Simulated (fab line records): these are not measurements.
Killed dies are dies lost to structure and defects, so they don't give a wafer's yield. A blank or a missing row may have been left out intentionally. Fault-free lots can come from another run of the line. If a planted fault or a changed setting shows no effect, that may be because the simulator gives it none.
A lot that was struck, set against a sound lot + flow nand-harc + 15 out of 1302 route steps
Sound: wafers L850.2, L850.4, L850.6. The struck wafers were L852.4, L852.5, L852.6. At the end, the cause is stated.
Each step with rows lists, per side, the tool, then ch with its chambers, then its first start. Under that, the readings that differ: sound wafers + struck wafers + difference of the means + sigmas: that difference in standard deviations of wafers without a fault.
alike: readings whose means differ by less than 2 such deviations, and words and numbers that are the same on both sides. not compared: withheld readings, readings that some wafer has no value for, bounds like >300 that may hide the same value, and numbers for which the record gives no deviation and whose values overlap.
Wherever a step has rows on one side only, a row that says differs or no value, or a row with sigmas, the two part there. When numbers do not overlap yet have no deviation, they are printed without sigmas and do not part them. A reading missing from all wafers of one side parts the sides only when that side holds two or more wafers.

NHARC_A_CONTACT_CD_MEAS_69 targets a cd of 300 nm.
  sound on cd-sem-01 ch 0, day 22 14:00; struck on cd-sem-02 ch 0, day 22 19:05
| reading    | sound             | struck            | difference | sigmas |
|------------|-------------------|-------------------|------------|--------|
| cd-nm (nm) | 300.4 300.4 300.7 | 299.4 299.6 298.7 | -1.3       | -2     |
NHARC_A_CONTACT_OVL_MEAS_70:
  sound: overlay-01 at day 22 14:05; struck: overlay-02 at day 22 19:11
  alike: overlay-x-nm, overlay-y-nm
NHARC_A_CONTACT_INSPECT_71:
  sound: defect-inspect-01 at day 22 14:08; struck: defect-inspect-01 at day 22 19:13
  alike: raw-defect-count
then, 1 step without rows for these wafers: NHARC_A_CONTACT_DESCUM_74 (chemistry O2, time 3 s).
NHARC_A_CONTACT_ETCH_75: etches the open film in CF4, target depth 39 nm, time 65 s.
  sound on rie-diel-02 ch 0,1,2, day 22 14:17; struck on rie-diel-09 ch 1,2,3, day 22 19:23
  alike: bias-w, cf4-flow-sccm, drypump-motor-current-A, oes-product-au, rf-fwd-power-W, rf-vpp-V, showerhead-plenum-p-Torr, throttle-valve-pct
  not compared: rf-hours-counter-h
NHARC_A_CONTACT_ETCH_76: etches the open film in N2/H2, target depth 260 nm, time 475.3 s.
  sound: rie-diel-02 ch 1,2,3; struck: rie-diel-09 ch 0,2,3
  alike: bias-w, chamber-pressure-mTorr, drypump-motor-current-A, oes-product-au, rf-fwd-power-W, rf-vpp-V, showerhead-plenum-p-Torr, throttle-valve-pct
  not compared: rf-hours-counter-h
NHARC_A_CONTACT_ETCH_77: etches the open film in CF4/CHF3, target depth 108.9 nm, time 54.5 s.
  sound: rie-diel-02 ch 0,1,3; struck: rie-diel-09 ch 2,3
  alike: bias-w, cf4-flow-sccm, drypump-motor-current-A, oes-product-au, rf-fwd-power-W, rf-vpp-V, showerhead-plenum-p-Torr, throttle-valve-pct
  not compared: rf-hours-counter-h
then, 4 steps without rows for these wafers: NHARC_A_CONTACT_ETCH_78 (etches the open film in O2/COS, target depth 5300 nm, time 1378 s); NHARC_A_CONTACT_ETCH_124 (etches the open film in C4F8/O2/Ar, time 140 s, target depth 700 nm); NHARC_A_CONTACT_ETCH_125 (etches the open film in C4F8/O2/Ar, time 197 s, target depth 1918 nm); NHARC_A_CONTACT_ETCH_126 (etches the open film in C4F8/O2/Ar, time 197 s, target depth 1918 nm).
NHARC_A_CONTACT_ETCH_127: etches the open film in C4F8/O2/Ar, time 197 s, target depth 1918 nm.
  sound on har-cap-etch-02 ch 0,1, day 22 16:19; struck on har-cap-etch-01 ch 0,1, day 22 21:27
  alike: chamber-pressure-mTorr, oes-air-line-au
  not compared: rf-hours-counter-h
NHARC_A_CONTACT_ETCH_128: etches the open film in C4F8/O2/Ar, time 197 s, target depth 1918 nm.
  sound on har-cap-etch-02 ch 0,1, day 22 16:30; struck on har-cap-etch-01 ch 0,1, day 22 21:37
  no value came back on the struck wafers for chamber-pressure-mTorr (mTorr), oes-air-line-au (a.u.), time-s (s); on the sound wafers chamber-pressure-mTorr (mTorr) reads 20.000 20.017 19.967
  not compared: rf-hours-counter-h
NHARC_A_CONTACT_ETCH_129: etches the open film in C4F8/O2/Ar, time 197 s, target depth 1918 nm.
  sound on har-cap-etch-02 ch 0,1, day 22 16:40; struck on har-cap-etch-01 ch 0,1, day 22 21:48
| reading                        | sound                | struck               | difference | sigmas |
|--------------------------------|----------------------|----------------------|------------|--------|
| chamber-pressure-mTorr (mTorr) | 20.009 20.018 20.025 | 19.971 19.945 19.984 | -0.051     | -3     |
  alike: oes-air-line-au
  not compared: rf-hours-counter-h
-- record jumps: 2 days between struck wafers' starts before vs after; left off in module A_CONTACT, resumes in module END, first step shown is number 1302 of the route --
NHARC_END_SORT_01:
  sound on prober-02 ch 0, day 25 03:44; struck on prober-01 ch 0, day 25 05:19
| reading         | sound    | struck                                                               | difference                   | sigmas |
|-----------------|----------|----------------------------------------------------------------------|------------------------------|--------|
| hold            | - - -    | await-dispo/3.5h/scrap await-dispo/3.5h/scrap await-dispo/3.5h/scrap | no value on the sound wafers |        |
| killed-at-array | 45 39 44 | 671 676 668                                                          | +629                         | +37    |
| killed-at-other | 6 2 2    | 0 0 0                                                                | -3                           | -2     |
| killed-dies     | 53 47 51 | 677 677 677                                                          | +627                         | +37    |
  alike: killed-at-periphery, killed-open, killed-short

== WHERE THEY PART ==
First at NHARC_A_CONTACT_CD_MEAS_69; last, within this record, at NHARC_END_SORT_01.

WHY: what the simulator had put in
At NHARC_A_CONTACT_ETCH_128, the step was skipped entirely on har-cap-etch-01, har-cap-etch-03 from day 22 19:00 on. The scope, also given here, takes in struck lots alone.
